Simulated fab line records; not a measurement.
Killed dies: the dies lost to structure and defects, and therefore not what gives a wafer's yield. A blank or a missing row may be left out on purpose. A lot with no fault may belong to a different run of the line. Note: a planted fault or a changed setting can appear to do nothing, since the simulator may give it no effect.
fab line records	flow n5Finfet
record lots=11	wafers=31	lastDay=17
route steps=1938 shown BEOL_M11@1589 BEOL_M12@1602 PASSIVATION@1936
lots that met no fault: from a run of the same line without faults
startH: hours from the record's first day to the start of the lot's first wafer shown	waitH: hours elapsed since this lot's preceding step	" as in the row above	L1.1+2: a single row standing in for several wafers	- value missing, or start not given	* or withheld: withheld	< > ~ a bound
route shown NAME@n: names a module that has steps shown in the file, with the first one's number in the route	usual: average and standard deviation across the fault-free wafers	same: alike in all rows	chamber/n: place in a boat	sites: the reading at each site	_std_site: their standard deviation	_edge_site: mean of outer sites minus mean of inner sites	radiusMm: how far each site lies from the wafer's centre	mask NAME#n: copy n	behind: the tool/chamber that last shaped the wafer	hold: why the lot went on hold/how many hours it stayed there/how the hold came to an end	device: names the non-switching transistor (n, p or np)	end of line: the same wafers' tests at the end of the route	a step without rows: its recipe alone	killed: dies that structure and defects cost at the first sort, which is not the same as the wafer's yield	map: a wafer's dies, x killed, . not, _ none there
set.NAME: the setting the step ran with; set.NAME@STEP: the setting that earlier step ran with	model.NAME: the simulator's own value behind a step, which no gauge read
a sample of lots followed through the steps of the route, with each step as a table and each wafer as a row
services: from which hour (startH, from the record's first day; less than 0 if before it) a tool's chamber was out of use, for how many hours, and why
## steps
# step N5_BEOL_M11_PRE_CLEAN_45
# recipe gas=H2/He	timeS=30	tempC=250
# usual heaterPowerW=319/21
lot.wafer	tool	chamber	startH	waitH	heaterPowerW
L213.2	pvdSputter-02	-	247.38	0.0	280
L213.3	"	-	"	"	305
L213.5	"	-	"	"	354
L215.4	pvdSputter-02	-	258.17	0.0	301
L215.5	"	-	"	"	288
L215.6	"	-	"	"	309
L216.2	pvdSputter-01	-	274.08	0.0	343
L216.3	"	-	"	"	302
L216.6	"	-	"	"	345
L220.1	pvdSputter-03	-	282.78	0.0	296
L220.6	"	-	"	"	310
L219.2	pvdSputter-01	-	284.79	0.0	302
L219.5	"	-	"	"	298
L219.6	"	-	"	"	300
L218.2	pvdSputter-03	-	284.82	0.0	331
L218.4	"	-	"	"	322
L218.5	"	-	"	"	320
L223.1	pvdSputter-01	-	315.98	0.0	339
L223.5	"	-	"	"	301
L222.2	pvdSputter-03	-	316.59	0.0	332
L222.4	"	-	"	"	318
L222.6	"	-	"	"	292
L225.1	pvdSputter-03	-	327.73	0.0	321
L225.2	"	-	"	"	343
L225.3	"	-	"	"	341
L233.2	pvdSputter-02	-	374.51	0.0	350
L233.4	"	-	"	"	293
L233.5	"	-	"	"	300
L235.2	pvdSputter-01	-	378.44	0.0	298
L235.3	"	-	"	"	326
L235.5	"	-	"	"	339
# step N5_BEOL_M11_CMP_52
# recipe stopOn=SiCOH_lowk	tOverpolishS=7	downForcePsi=1	platenRpm=50	clearingPlatenDownForcePsi=1.5	clearingPlatenRpm=50	postCmpClean=cuAlkaline	targetThkNm=140	clearingPlatenPadVelocityMS=0.99484	padVelocityMS=0.99484
# usual barrierFieldEndpointS=29.4/0.74	clearingPlatenRpm=50.004/0.027	headPressurePsi=0.9997/0.0021	motorCurrentA=5.6/0.57	overpolishRunS=7.001/0.0091	timeToEndpointS=68/3.8
lot.wafer	tool	chamber	startH	waitH	barrierFieldEndpointS	clearingPlatenRpm	headPressurePsi	motorCurrentA	overpolishRunS	timeToEndpointS
L213.3	cmp-01	2	249.58	0.2	29.4	50.005	0.9963	6.4	6.992	65
L213.2	"	3	"	"	29.5	49.969	0.9998	5.8	7.011	62
L213.5	"	2	"	"	29.2	49.991	0.9966	6.5	7.010	67
L215.4	cmp-02	3	259.34	0.2	29.9	49.992	0.9998	5.9	6.997	74
L215.5	"	2	"	"	29.0	50.002	0.9987	4.9	7.008	65
L215.6	"	3	"	"	30.4	49.992	1.0001	5.5	7.006	75
L216.2	cmp-02	2	275.71	0.3	29.9	50.035	1.0011	4.6	6.997	72
L216.3	"	1	"	"	29.8	50.004	1.0004	5.4	6.980	72
L216.6	"	3	"	"	30.2	50.030	0.9980	5.6	6.997	75
L220.1	cmp-02	3	283.88	0.3	30.3	50.009	1.0002	5.8	7.007	71
L220.6	"	0	"	"	28.5	49.997	0.9983	6.0	7.001	66
L218.4	cmp-02	1	286.03	0.1	29.5	50.025	1.0018	5.3	7.013	71
L218.2	"	3	"	"	30.8	49.936	1.0052	5.6	7.013	77
L218.5	"	2	"	"	29.6	49.998	0.9991	4.6	6.987	71
L219.2	cmp-01	3	286.30	0.2	29.0	49.996	1.0007	5.7	7.006	66
L219.5	"	3	"	"	29.0	49.976	0.9986	5.7	6.992	61
L219.6	"	0	"	"	29.8	50.031	0.9985	6.0	6.997	69
L223.1	cmp-04	3	317.52	0.5	29.7	50.027	0.9996	5.7	7.011	69
L223.5	"	2	"	"	29.5	50.035	0.9986	5.2	6.984	64
L222.2	cmp-04	3	317.76	0.2	29.0	49.951	1.0000	5.9	6.997	70
L222.4	"	0	"	"	29.1	49.969	1.0000	5.8	7.002	64
L222.6	"	3	"	"	29.2	49.958	0.9960	5.9	7.002	68
L225.3	cmp-04	0	329.40	0.2	29.0	49.970	0.9977	5.6	6.999	69
L225.1	"	1	"	"	29.4	50.030	0.9995	6.3	7.023	68
L225.2	"	2	"	"	28.7	50.024	0.9960	5.1	6.998	66
L233.2	cmp-02	0	375.78	0.2	28.7	49.996	0.9992	6.2	6.995	64
L233.4	"	3	"	"	31.0	49.994	0.9983	5.4	7.007	75
L233.5	"	1	"	"	29.1	50.031	0.9963	5.3	7.014	68
L235.2	cmp-01	1	379.53	0.2	29.5	49.958	0.9967	6.2	7.001	67
L235.3	"	2	"	"	29.4	50.010	0.9994	6.7	7.010	67
L235.5	"	2	"	"	29.4	50.010	1.0046	6.8	7.004	64
# step N5_BEOL_M12_ILD_DEP_00
# recipe material=SiOC	targetThkA=6589.2	tempC=350	precursor=DEMS/O2	pressureTorr=5	rfW=500	timeS=130.7
# usual heaterPowerOuterW=251/40	heaterPowerW=479/58	showerheadPlenumPTorr=5.701/0.014	throttleValvePct=11.8/0.66
lot.wafer	tool	chamber	startH	waitH	heaterPowerOuterW	heaterPowerW	showerheadPlenumPTorr	throttleValvePct
L213.2	pecvd-02	1	250.06	0.0	198	400	5.706	12.7
L213.3	"	0	"	"	264	466	5.680	11.5
L213.5	"	2	"	"	254	434	5.681	10.6
L215.4	pecvd-02	2	259.83	0.1	195	362	5.692	10.5
L215.5	"	1	"	"	220	434	5.713	12.5
L215.6	"	0	"	"	245	425	5.680	11.7
L216.2	pecvd-04	1	276.19	0.0	240	495	5.715	11.7
L216.3	"	0	"	"	318	596	5.699	12.2
L216.6	"	0	"	"	241	469	5.681	12.5
L220.1	pecvd-04	0	284.37	0.0	269	512	5.704	12.4
L220.6	"	1	"	"	285	547	5.725	11.8
L218.2	pecvd-02	1	286.52	0.0	187	395	5.685	12.6
L218.4	"	0	"	"	255	461	5.679	12.1
L218.5	"	1	"	"	216	426	5.692	12.6
L219.2	pecvd-02	2	286.78	0.0	253	445	5.684	10.7
L219.5	"	0	"	"	256	463	5.691	11.8
L219.6	"	2	"	"	265	465	5.690	10.5
L223.1	pecvd-04	2	317.97	0.0	243	468	5.704	10.7
L223.5	"	1	"	"	246	493	5.716	11.8
L222.2	pecvd-04	2	318.24	0.0	268	473	5.710	10.9
L222.4	"	1	"	"	237	494	5.727	12.0
L222.6	"	0	"	"	329	593	5.698	12.5
L225.1	pecvd-04	1	329.88	0.0	271	533	5.709	12.1
L225.2	"	0	"	"	294	534	5.693	12.5
L225.3	"	1	"	"	279	557	5.717	12.0
L233.2	pecvd-04	2	376.26	0.0	205	424	5.700	11.0
L233.4	"	2	"	"	222	435	5.715	10.6
L233.5	"	1	"	"	279	534	5.714	11.7
L235.2	pecvd-04	1	380.01	0.0	197	437	5.729	12.0
L235.3	"	0	"	"	326	569	5.707	12.2
L235.5	"	0	"	"	238	470	5.686	12.3
# step N5_BEOL_M12_THK_MEAS_01
# recipe reads=SiOC_of_BEOL_M12_ILD_DEP_00
# usual M12_ILD_THK=661/7.7
lot.wafer	tool	chamber	startH	waitH	M12_ILD_THK[nm]
L213.2	filmMetro-01	-	250.19	0.1	658
L213.3	"	-	"	"	651
L213.5	"	-	"	"	664
L215.4	filmMetro-01	-	259.92	0.0	683
L215.5	"	-	"	"	685
L215.6	"	-	"	"	680
L216.2	filmMetro-01	-	276.32	0.1	663
L216.3	"	-	"	"	655
L216.6	"	-	"	"	671
L220.1	filmMetro-02	-	284.50	0.1	665
L220.6	"	-	"	"	673
L218.2	filmMetro-02	-	286.65	0.1	672
L218.4	"	-	"	"	691
L218.5	"	-	"	"	686
L219.2	filmMetro-02	-	286.92	0.1	680
L219.5	"	-	"	"	688
L219.6	"	-	"	"	700
L223.1	filmMetro-02	-	318.11	0.1	648
L223.5	"	-	"	"	661
L222.2	filmMetro-02	-	318.37	0.1	645
L222.4	"	-	"	"	660
L222.6	"	-	"	"	662
L225.1	filmMetro-02	-	330.06	0.1	649
L225.2	"	-	"	"	655
L225.3	"	-	"	"	663
L233.2	filmMetro-01	-	376.39	0.1	651
L233.4	"	-	"	"	665
L233.5	"	-	"	"	671
L235.2	filmMetro-02	-	380.14	0.1	654
L235.3	"	-	"	"	651
L235.5	"	-	"	"	659
# step N5_BEOL_M12_INSPECT_12
# recipe mode=adi	inspectInstrument=macro
# usual rawDefectCount=2.1/1.5
lot.wafer	tool	chamber	startH	waitH	rawDefectCount
L213.2	defectInspect-01	-	252.58	0.0	1
L213.3	"	-	"	"	1
L213.5	"	-	"	"	2
L215.4	defectInspect-02	-	260.27	0.0	1
L215.5	"	-	"	"	0
L215.6	"	-	"	"	2
L216.2	defectInspect-01	-	276.81	0.0	1
L216.3	"	-	"	"	3
L216.6	"	-	"	"	1
L220.1	defectInspect-01	-	284.86	0.0	1
L220.6	"	-	"	"	3
L218.2	defectInspect-02	-	287.13	0.0	2
L218.4	"	-	"	"	3
L218.5	"	-	"	"	2
L219.2	defectInspect-02	-	287.40	0.0	0
L219.5	"	-	"	"	5
L219.6	"	-	"	"	2
L223.1	defectInspect-01	-	318.47	0.0	2
L223.5	"	-	"	"	2
L222.2	defectInspect-02	-	318.73	0.0	2
L222.4	"	-	"	"	1
L222.6	"	-	"	"	2
L225.1	defectInspect-02	-	330.41	0.0	1
L225.2	"	-	"	"	1
L225.3	"	-	"	"	1
L233.2	defectInspect-02	-	376.75	0.0	1
L233.4	"	-	"	"	1
L233.5	"	-	"	"	2
L235.2	defectInspect-02	-	380.50	0.0	2
L235.3	"	-	"	"	1
L235.5	"	-	"	"	1
# step N5_BEOL_M12_STRIP_63
# recipe chemistry=N2/H2	powerW=1000	tempC=250	h2Frac=0.65	overashFraction=0.3	pressureMtorr=1000	n2FlowSccm=1750	h2FlowSccm=3250
# usual drypumpMotorCurrentA=5.75/0.28	heaterPowerW=359/28	oesProductAu=0.693/0.0048	stripTimeToEndpointS=42.4/0.71
lot.wafer	tool	chamber	startH	waitH	drypumpMotorCurrentA	heaterPowerW	oesProductAu	rfHoursCounterH	stripTimeToEndpointS
L213.2	plasmaAsher-02	0	252.89	-	5.51	371	0.700	71	43.1
L213.3	"	1	"	"	5.95	365	0.698	-	43.0
L213.5	"	0	"	"	5.51	357	0.694	-	42.2
L215.4	plasmaAsher-02	0	260.61	-	5.54	364	0.687	-	40.5
L215.5	"	1	"	"	5.96	360	0.686	-	40.4
L215.6	"	0	"	"	5.55	355	0.680	-	40.4
L216.2	plasmaAsher-01	0	277.45	-	5.36	294	0.692	129	42.2
L216.3	"	0	"	"	5.35	299	0.693	-	43.6
L216.6	"	0	"	"	5.34	297	0.693	-	41.5
L220.1	plasmaAsher-01	1	285.18	-	6.15	383	0.692	132	41.4
L220.6	"	1	"	"	6.13	381	0.705	-	41.5
L218.2	plasmaAsher-01	0	287.45	-	5.35	299	0.692	132	41.6
L218.4	"	1	"	"	6.13	378	0.694	-	39.8
L218.5	"	0	"	"	5.36	297	0.685	-	40.2
L219.2	plasmaAsher-01	1	287.89	-	6.16	374	0.696	132	40.7
L219.5	"	0	"	"	5.36	295	0.689	-	40.6
L219.6	"	1	"	"	6.18	389	0.702	-	39.4
L223.1	plasmaAsher-02	0	318.79	-	5.51	366	0.693	82	42.9
L223.5	"	1	"	"	5.95	369	0.697	-	41.9
L222.2	plasmaAsher-02	0	319.12	-	5.51	371	0.702	83	43.6
L222.4	"	0	"	"	5.54	374	0.693	-	42.8
L222.6	"	0	"	"	5.53	373	0.691	-	42.4
L225.1	plasmaAsher-02	0	331.00	-	5.54	359	0.696	85	43.1
L225.2	"	1	"	"	5.93	369	0.692	85	42.9
L225.3	"	1	"	"	5.94	369	0.690	-	42.1
L233.2	plasmaAsher-02	0	377.07	-	5.52	358	0.697	95	43.1
L233.4	"	1	"	"	5.95	369	0.700	-	42.5
L233.5	"	1	"	"	5.97	365	0.689	-	42.0
L235.2	plasmaAsher-01	0	380.82	-	5.37	299	0.698	151	43.6
L235.3	"	0	"	"	5.38	300	0.693	-	43.1
L235.5	"	0	"	"	5.37	302	0.691	-	42.6
# step N5_PASSIVATION_PROBE_49
# usual killed_at_M0_to_M3=31/11	killed_at_M4_up=14/5.1	killedAtContacts=12/5.6	killedAtFrontEnd=42/12	killedAtOther=3.8/2.9	killedDies=103/18	killedOnRim=14/4.5	killedOpen=67/14	killedShort=33/8
# same grossDies=1180	killedAtBackSide=0
lot.wafer	tool	chamber	startH	waitH	killed_at_M0_to_M3	killed_at_M4_up	killedAtContacts	killedAtFrontEnd	killedAtOther	killedDies	killedOnRim	killedOpen	killedShort
L213.2	prober-02	-	291.91	0.9	41	10	22	36	0	109	14	72	34
L213.3	prober-02	-	291.96	0.9	39	7	15	54	2	117	16	76	40
L213.5	prober-02	-	292.06	1.0	40	8	15	25	6	94	8	65	26
L215.4	prober-02	-	305.48	0.2	38	14	13	32	1	98	11	57	28
L215.5	prober-02	-	305.53	0.2	27	11	4	38	1	81	13	56	22
L215.6	prober-02	-	305.58	0.3	26	11	4	50	0	91	19	45	30
L216.2	prober-02	-	314.68	0.1	33	19	10	57	2	121	19	80	37
L216.3	prober-02	-	314.73	0.2	20	13	16	60	1	110	15	73	34
L216.6	prober-02	-	314.88	0.3	47	20	5	47	1	120	18	69	50
L220.1	prober-01	-	326.26	0.0	34	20	15	34	7	110	19	65	42
L220.6	prober-01	-	326.51	0.3	29	13	10	44	1	97	8	64	33
L218.2	prober-01	-	331.52	0.1	37	21	14	40	6	118	13	87	31
L218.4	prober-01	-	331.62	0.2	22	12	13	43	1	91	8	68	23
L218.5	prober-01	-	331.67	0.2	31	18	3	33	1	86	20	52	34
L219.2	prober-01	-	339.47	0.1	15	15	12	60	4	106	12	73	22
L219.5	prober-01	-	339.62	0.2	17	12	10	36	6	81	9	49	31
L219.6	prober-01	-	339.67	0.3	22	16	8	45	3	94	14	64	29
L223.1	prober-01	-	364.64	0.0	26	9	13	36	6	90	11	53	31
L223.5	prober-01	-	364.84	0.2	26	14	16	34	8	98	13	57	37
L222.2	prober-02	-	367.96	0.1	23	11	14	54	2	104	18	73	30
L222.4	prober-02	-	368.06	0.2	19	13	15	55	0	102	12	67	29
L222.6	prober-02	-	368.16	0.3	42	10	7	34	2	95	12	76	19
L225.1	prober-02	-	374.03	0.0	32	11	12	64	8	127	12	82	45
L225.2	prober-02	-	374.08	0.1	23	10	17	74	5	129	17	82	45
L225.3	prober-02	-	374.13	0.1	27	6	6	66	8	113	22	85	26
L233.2	prober-01	-	415.77	0.1	54	20	13	49	6	142	18	90	51
L233.4	prober-01	-	415.87	0.2	39	14	13	24	7	97	8	56	39
L233.5	prober-01	-	415.92	0.2	51	19	12	45	3	130	14	89	39
L235.2	prober-01	-	416.41	0.1	36	10	9	47	5	107	11	70	31
L235.3	prober-01	-	416.46	0.1	27	19	14	48	2	110	13	72	38
L235.5	prober-01	-	416.56	0.2	19	12	7	47	2	87	10	56	31
# killed by level:class
L213.2 MOL_CONTACT_COAG:geometricParticle:open=19 BEOL_M0_SAQP:geometricParticle:short=15 BEOL_M0_SAQP:geometricParticle:open=14 GATE_CUT:geometricParticle:short=6 BEOL_M2:geometricParticle:open=6 STI_FIN_REVEAL:geometricParticle:open=5 FIN_SAQP:geometricParticle:open=4 SPACER0:geometricParticle:open=4
L213.3 FIN_SAQP:geometricParticle:open=16 BEOL_M0_SAQP:geometricParticle:open=15 MOL_CONTACT_COAG:geometricParticle:open=13 BEOL_M0_SAQP:geometricParticle:short=13 STI_FIN_REVEAL:geometricParticle:open=10 BEOL_M2:geometricParticle:short=5 STARTING-WAFER:geometricParticle:open=5 FIN_SAQP:geometricParticle:short=3
L213.5 BEOL_M0_SAQP:geometricParticle:open=14 MOL_CONTACT_COAG:geometricParticle:open=13 BEOL_M0_SAQP:geometricParticle:short=13 PASS1_CAP:geometricParticle:open=6 BEOL_M3:geometricParticle:open=5 STARTING-WAFER:geometricParticle:open=5 STARTING-WAFER:geometricParticle:short=5 BEOL_M1:geometricParticle:open=4
L215.4 BEOL_M0_SAQP:geometricParticle:short=14 MOL_CONTACT_COAG:geometricParticle:open=13 HKMG_FIN:areaEtch=10 BEOL_M4:geometricParticle:open=8 BEOL_M0_SAQP:geometricParticle:open=8 STARTING-WAFER:geometricParticle:open=6 BEOL_M0:geometricParticle:open=5 BEOL_M1:geometricParticle:open=4
L215.5 BEOL_M2:geometricParticle:open=10 FIN_SAQP:geometricParticle:open=8 STI_FIN_REVEAL:geometricParticle:open=7 FIN_SAQP:geometricParticle:short=5 STARTING-WAFER:geometricParticle:open=5 STARTING-WAFER:geometricParticle:short=5 MOL_CONTACT_COAG:geometricParticle:open=4 BEOL_M0_SAQP:geometricParticle:open=4
L215.6 HKMG_FIN:areaEtch=15 FIN_SAQP:geometricParticle:short=6 BEOL_M3:geometricParticle:open=6 STI_FIN_REVEAL:geometricParticle:open=6 BEOL_M0_SAQP:geometricParticle:short=5 BEOL_M0_SAQP:geometricParticle:open=5 BEOL_M1:geometricParticle:open=5 STARTING-WAFER:geometricParticle:short=5
L216.2 STI_FIN_REVEAL:geometricParticle:open=26 BEOL_M0_SAQP:geometricParticle:open=14 MOL_CONTACT_COAG:geometricParticle:open=10 FIN_SAQP:geometricParticle:short=9 BEOL_M0_SAQP:geometricParticle:short=5 BEOL_M1:geometricParticle:open=5 GATE_CUT:geometricParticle:short=4 BEOL_M5:geometricParticle:open=4
L216.3 STI_FIN_REVEAL:geometricParticle:open=16 MOL_CONTACT_COAG:geometricParticle:open=16 FIN_SAQP:geometricParticle:short=10 FIN_SAQP:geometricParticle:open=9 BEOL_M0_SAQP:geometricParticle:open=6 BEOL_M4:geometricParticle:open=6 BEOL_M1:geometricParticle:open=5 BEOL_M0_SAQP:geometricParticle:short=5
L216.6 BEOL_M0_SAQP:geometricParticle:short=15 BEOL_M0_SAQP:geometricParticle:open=14 FIN_SAQP:geometricParticle:short=9 GATE_CUT:geometricParticle:short=9 BEOL_M4:geometricParticle:open=9 BEOL_M1:geometricParticle:open=8 STI_FIN_REVEAL:geometricParticle:open=8 FIN_SAQP:geometricParticle:open=7
L220.1 MOL_CONTACT_COAG:geometricParticle:open=14 BEOL_M0_SAQP:geometricParticle:short=14 BEOL_M3:geometricParticle:open=7 BEOL_M0_SAQP:geometricParticle:open=6 FIN_SAQP:geometricParticle:short=5 FIN_SAQP:geometricParticle:open=5 STI_FIN_REVEAL:geometricParticle:open=5 BEOL_M5:geometricParticle:open=5
L220.6 STI_FIN_REVEAL:geometricParticle:open=10 MOL_CONTACT_COAG:geometricParticle:open=8 BEOL_M4:geometricParticle:open=8 BEOL_M0_SAQP:geometricParticle:open=7 FIN_SAQP:geometricParticle:open=6 FIN_SAQP:geometricParticle:short=6 GATE_CUT:geometricParticle:short=6 BEOL_M0_SAQP:geometricParticle:short=6
L218.2 MOL_CONTACT_COAG:geometricParticle:open=12 STI_FIN_REVEAL:geometricParticle:open=11 BEOL_M4:geometricParticle:open=11 BEOL_M3:geometricParticle:open=8 FIN_SAQP:geometricParticle:open=5 FIN_SAQP:geometricParticle:short=5 BEOL_M0_SAQP:geometricParticle:short=5 BEOL_M0_SAQP:geometricParticle:open=5
L218.4 STI_FIN_REVEAL:geometricParticle:open=21 MOL_CONTACT_COAG:geometricParticle:open=12 BEOL_M4:geometricParticle:open=5 FIN_SAQP:geometricParticle:open=4 GATE_CUT:geometricParticle:short=4 BEOL_M0_SAQP:geometricParticle:open=4 BEOL_M0_SAQP:geometricParticle:short=4 BEOL_M1:geometricParticle:open=4
L218.5 FIN_SAQP:geometricParticle:short=11 BEOL_M4:geometricParticle:open=11 BEOL_M0_SAQP:geometricParticle:short=8 BEOL_M0_SAQP:geometricParticle:open=7 BEOL_M2:geometricParticle:open=6 FIN_SAQP:geometricParticle:open=4 DUMMY_GATE:geometricParticle:open=4 GATE_CUT:geometricParticle:open=3
L219.2 FIN_SAQP:geometricParticle:open=15 MOL_CONTACT_COAG:geometricParticle:open=10 HKMG_FIN:areaEtch=10 STI_FIN_REVEAL:geometricParticle:open=8 GATE_CUT:geometricParticle:short=6 BEOL_M2:geometricParticle:open=6 FIN_SAQP:geometricParticle:short=5 BEOL_M4:geometricParticle:open=5
L219.5 FIN_SAQP:geometricParticle:short=11 DUMMY_GATE:geometricParticle:open=9 MOL_CONTACT_COAG:geometricParticle:open=6 BEOL_M5:geometricParticle:open=6 STI_FIN_REVEAL:geometricParticle:open=4 BEOL_M0_SAQP:geometricParticle:open=4 STARTING-WAFER:geometricParticle:open=4 MOL_CONTACT_COAG:geometricParticle:short=3
L219.6 FIN_SAQP:geometricParticle:open=15 FIN_SAQP:geometricParticle:short=13 BEOL_M1:geometricParticle:open=11 MOL_CONTACT_COAG:geometricParticle:open=8 BEOL_M4:geometricParticle:open=8 GATE_CUT:geometricParticle:open=6 GATE_CUT:geometricParticle:short=5 BEOL_M3:geometricParticle:open=3
L223.1 MOL_CONTACT_COAG:geometricParticle:open=9 FIN_SAQP:geometricParticle:short=6 BEOL_M3:geometricParticle:open=6 GATE_CUT:geometricParticle:short=5 STI_FIN_REVEAL:geometricParticle:open=5 BEOL_M0_SAQP:geometricParticle:open=5 BEOL_M2:geometricParticle:open=5 MOL_CONTACT_COAG:geometricParticle:short=4
L223.5 MOL_CONTACT_COAG:geometricParticle:open=12 FIN_SAQP:geometricParticle:open=7 BEOL_M3:geometricParticle:open=7 DUMMY_GATE:geometricParticle:open=6 BEOL_M0_SAQP:geometricParticle:open=6 BEOL_M2:geometricParticle:short=6 FIN_SAQP:geometricParticle:short=5 BEOL_M4:geometricParticle:open=5
L222.2 FIN_SAQP:geometricParticle:open=22 MOL_CONTACT_COAG:geometricParticle:open=10 FIN_SAQP:geometricParticle:short=8 DUMMY_GATE:geometricParticle:open=7 STARTING-WAFER:geometricParticle:open=5 BEOL_M0_SAQP:geometricParticle:open=4 MOL_CONTACT_COAG:geometricParticle:short=4 BEOL_M0_SAQP:geometricParticle:short=4
L222.4 FIN_SAQP:geometricParticle:open=13 MOL_CONTACT_COAG:geometricParticle:open=11 BEOL_M1:geometricParticle:open=8 DUMMY_GATE:geometricParticle:open=7 STARTING-WAFER:geometricParticle:short=6 HKMG_FIN:areaEtch=6 FIN_SAQP:geometricParticle:short=4 GATE_CUT:geometricParticle:short=4
L222.6 BEOL_M0:geometricParticle:open=10 FIN_SAQP:geometricParticle:open=9 BEOL_M0_SAQP:geometricParticle:open=9 FIN_SAQP:geometricParticle:short=8 DUMMY_GATE:geometricParticle:open=7 BEOL_M0_SAQP:geometricParticle:short=7 MOL_CONTACT_COAG:geometricParticle:open=6 BEOL_M3:geometricParticle:open=6
L225.1 FIN_SAQP:geometricParticle:open=16 STI_FIN_REVEAL:geometricParticle:open=15 FIN_SAQP:geometricParticle:short=10 MOL_CONTACT_COAG:geometricParticle:open=9 BEOL_M1:geometricParticle:open=7 BEOL_M0_SAQP:geometricParticle:short=6 BEOL_M0_SAQP:geometricParticle:open=6 DUMMY_GATE:geometricParticle:open=6
L225.2 FIN_SAQP:geometricParticle:open=29 FIN_SAQP:geometricParticle:short=13 STI_FIN_REVEAL:geometricParticle:open=10 MOL_CONTACT_COAG:geometricParticle:open=9 MOL_CONTACT_COAG:geometricParticle:short=8 DUMMY_GATE:geometricParticle:open=6 BEOL_M1:geometricParticle:open=6 STARTING-WAFER:geometricParticle:short=6
L225.3 STI_FIN_REVEAL:geometricParticle:open=29 FIN_SAQP:geometricParticle:open=16 BEOL_M1:geometricParticle:open=9 FIN_SAQP:geometricParticle:short=7 MOL_CONTACT_COAG:geometricParticle:open=6 BEOL_M0_SAQP:geometricParticle:open=6 BEOL_M0_SAQP:geometricParticle:short=4 BEOL_M2:geometricParticle:open=3
L233.2 BEOL_M0_SAQP:geometricParticle:open=19 BEOL_M0_SAQP:geometricParticle:short=17 FIN_SAQP:geometricParticle:short=16 MOL_CONTACT_COAG:geometricParticle:open=10 BEOL_M4:geometricParticle:open=9 FIN_SAQP:geometricParticle:open=8 BEOL_M1:geometricParticle:open=8 STI_FIN_REVEAL:geometricParticle:open=4
L233.4 BEOL_M0_SAQP:geometricParticle:short=10 MOL_CONTACT_COAG:geometricParticle:open=9 BEOL_M2:geometricParticle:short=7 BEOL_M2:geometricParticle:open=7 FIN_SAQP:geometricParticle:open=6 GATE_CUT:geometricParticle:open=6 BEOL_M1:geometricParticle:open=6 BEOL_M0_SAQP:geometricParticle:open=6
L233.5 BEOL_M0_SAQP:geometricParticle:short=14 BEOL_M0_SAQP:geometricParticle:open=13 FIN_SAQP:geometricParticle:open=10 MOL_CONTACT_COAG:geometricParticle:open=10 BEOL_M4:geometricParticle:open=10 BEOL_M1:geometricParticle:open=9 BEOL_M2:geometricParticle:open=6 DUMMY_GATE:geometricParticle:open=5
L235.2 BEOL_M1:geometricParticle:open=10 FIN_SAQP:geometricParticle:open=8 FIN_SAQP:geometricParticle:short=7 STI_FIN_REVEAL:geometricParticle:open=7 MOL_CONTACT_COAG:geometricParticle:open=7 HKMG_FIN:areaEtch=6 BEOL_M0:geometricParticle:open=5 DUMMY_GATE:geometricParticle:open=4
L235.3 STI_FIN_REVEAL:geometricParticle:open=9 MOL_CONTACT_COAG:geometricParticle:open=9 BEOL_M4:geometricParticle:open=9 FIN_SAQP:geometricParticle:open=8 BEOL_M3:geometricParticle:open=7 FIN_SAQP:geometricParticle:short=6 BEOL_M1:geometricParticle:open=5 MOL_CONTACT_COAG:geometricParticle:short=5
L235.5 FIN_SAQP:geometricParticle:open=15 FIN_SAQP:geometricParticle:short=10 MOL_CONTACT_COAG:geometricParticle:open=7 STI_FIN_REVEAL:geometricParticle:open=5 BEOL_M2:geometricParticle:open=5 STI_FIN_REVEAL:geometricParticle:short=3 GATE_CUT:geometricParticle:short=3 BEOL_M0_SAQP:geometricParticle:short=3
## services
tool	chamber	startH	hours	kind
pecvd-02	0	226.37	5.5	scheduledDown
cmp-01	-	231.02	3.8	repair
pecvd-02	0	233.12	2.1	scheduledDown
cmp-01	-	242.13	4.0	pm
cmp-01	-	246.13	-	consumableReplace:conditioner
cmp-01	-	246.13	-	consumableReplace:pad
cmp-01	-	257.31	0.7	repair
cmp-04	-	257.55	19.6	repair
pecvd-04	1	287.77	1.9	repair
cmp-01	-	290.15	2.1	repair
cmp-04	-	293.90	0.8	repair
pecvd-04	2	296.36	2.1	scheduledDown
cmp-01	-	302.33	2.1	repair
cmp-02	-	313.84	4.0	pm
pecvd-02	-	316.12	14.6	pm
cmp-02	-	317.84	-	consumableReplace:conditioner
cmp-02	-	317.84	-	consumableReplace:pad
pecvd-04	-	326.25	2.8	pm
cmp-04	-	326.72	2.6	repair
cmp-01	-	326.75	4.6	pm
pecvd-04	2	329.76	6.5	repair
pecvd-02	-	340.21	4.0	repair
cmp-04	-	351.12	0.3	repair
## key
firstSign step=N5_BEOL_M12_THK_MEAS_01	reading=M12_ILD_THK	direction=up	sigmas=3.1	usual=661	struck=685
effect step=N5_BEOL_M12_STRIP_63	reading=stripTimeToEndpointS	direction=down	sigmas=2.8	usual=*	struck=*
metAt N5_BEOL_M12_ILD_DEP_00
struckLots L215,L218,L219
testerLeftOut L215,L218,L219
baselineLoss step=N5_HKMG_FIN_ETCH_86	wafers=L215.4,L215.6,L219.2
notActingAt N5_BEOL_M11_PRE_CLEAN_45,N5_BEOL_M11_CMP_52,N5_BEOL_M12_INSPECT_12
onsetBetween 250.06 259.83
earlierFault kind=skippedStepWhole	tool=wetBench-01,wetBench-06	chamber=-	onsetH=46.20	steps=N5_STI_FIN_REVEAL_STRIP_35	scope=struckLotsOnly
earlierFault kind=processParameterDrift	tool=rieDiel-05	chamber=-	onsetH=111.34	steps=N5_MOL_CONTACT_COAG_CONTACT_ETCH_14	channel=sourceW	offset=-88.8	shape=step	actsIn=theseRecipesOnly	stated=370
fault kind=processParameterDrift	tool=pecvd-02	chamber=-	onsetH=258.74	steps=N5_BEOL_M12_ILD_DEP_00	channel=targetThkA	offset=*	shape=step	actsIn=*	stated=*
# testerLeftOut: of these lots the tester's yield and bins aren't shown, on N5 and GAA mostly nor the transistor test; their killed dies are dies lost to structure and defects alone, not to doping, threshold or leakage, so they don't give the yield
# baselineLoss: these wafers lose ten dies or more at that step, a loss of the line's own and not of a fault; the sort's usual values leave them out
